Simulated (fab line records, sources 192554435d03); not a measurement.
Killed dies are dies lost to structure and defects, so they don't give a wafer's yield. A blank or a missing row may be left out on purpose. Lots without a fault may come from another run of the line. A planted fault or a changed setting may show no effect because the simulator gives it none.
Chamber matching | flow n5_finfet | N5_BEOL_M11_STRIP_36 on rie_diel-02: 4 sister chambers
The step strips in N2/H2. 14 wafers are shown with their chamber, then 7 later ones without.

WAFERS WITH THEIR CHAMBER
wafer  | chamber | drypump_motor_current_A (A) | showerhead_plenum_p_Torr (Torr) | throttle_valve_pct (%)
L741.2 | 1       | 6.32                        | 2.63                            | 23.51
L741.3 | 2       | 5.46                        | 2.65                            | 24.07
L741.5 | 0       | 5.80                        | 2.41                            | 23.72
L743.3 | 3       | 5.77                        | 2.61                            | 23.56
L743.5 | 1       | 6.33                        | 2.63                            | 23.61
L743.6 | 3       | 5.81                        | 2.61                            | 23.57
L747.2 | 0       | 5.82                        | 2.40                            | 23.77
L747.4 | 1       | 6.33                        | 2.62                            | 23.57
L747.5 | 0       | 5.83                        | 2.40                            | 23.74
L751.2 | 1       | 6.33                        | 2.62                            | 23.60
L751.5 | 1       | 6.34                        | 2.62                            | 23.59
L751.6 | 2       | 5.45                        | 2.64                            | 24.11
L760.2 | 0       | 5.85                        | 2.39                            | 23.74
L760.3 | 2       | 5.46                        | 2.63                            | 24.10

SIGNATURES (means of the wafers above)
reading                  | chamber 0 | chamber 1 | chamber 2 | chamber 3 | scatter within a chamber
drypump_motor_current_A  | 5.8250    | 6.3300    | 5.4567    | 5.7900    | 0.0154
showerhead_plenum_p_Torr | 2.4000    | 2.6240    | 2.6400    | 2.6100    | 0.00721
throttle_valve_pct       | 23.7425   | 23.5760   | 24.0933   | 23.5650   | 0.0292
Rule: a wafer's distance from a chamber is the root of the sum, over the readings, of the square of ((its reading less the chamber's mean) divided by the reading's scatter). The wafer belongs to the nearest chamber; if the next one is less than 2 further off, it can't be placed. The scatter: the root of (the sum of the squares of (reading less its chamber's mean) over the shown wafers, divided by (wafers less chambers)).

WAFERS WITHOUT THEIR CHAMBER
wafer  | drypump_motor_current_A (A) | showerhead_plenum_p_Torr (Torr) | throttle_valve_pct (%)
L760.4 | 6.32                        | 2.62                            | 23.60
L759.2 | 6.37                        | 2.61                            | 23.62
L759.3 | 5.88                        | 2.39                            | 23.75
L759.4 | 6.36                        | 2.61                            | 23.61
L761.1 | 5.81                        | 2.60                            | 23.60
L761.4 | 5.82                        | 2.39                            | 23.75
L761.5 | 5.85                        | 2.60                            | 23.58

WHICH CHAMBER EACH WENT THROUGH
wafer  | from the rows above | in truth
L760.4 | 1                   | 1
L759.2 | 1                   | 1
L759.3 | 0                   | 0
L759.4 | 1                   | 1
L761.1 | 3                   | 3
L761.4 | 0                   | 0
L761.5 | 3                   | 3
Placed correctly: 7 of 7. Can't be placed from these rows: 0. Placed wrongly: 0.
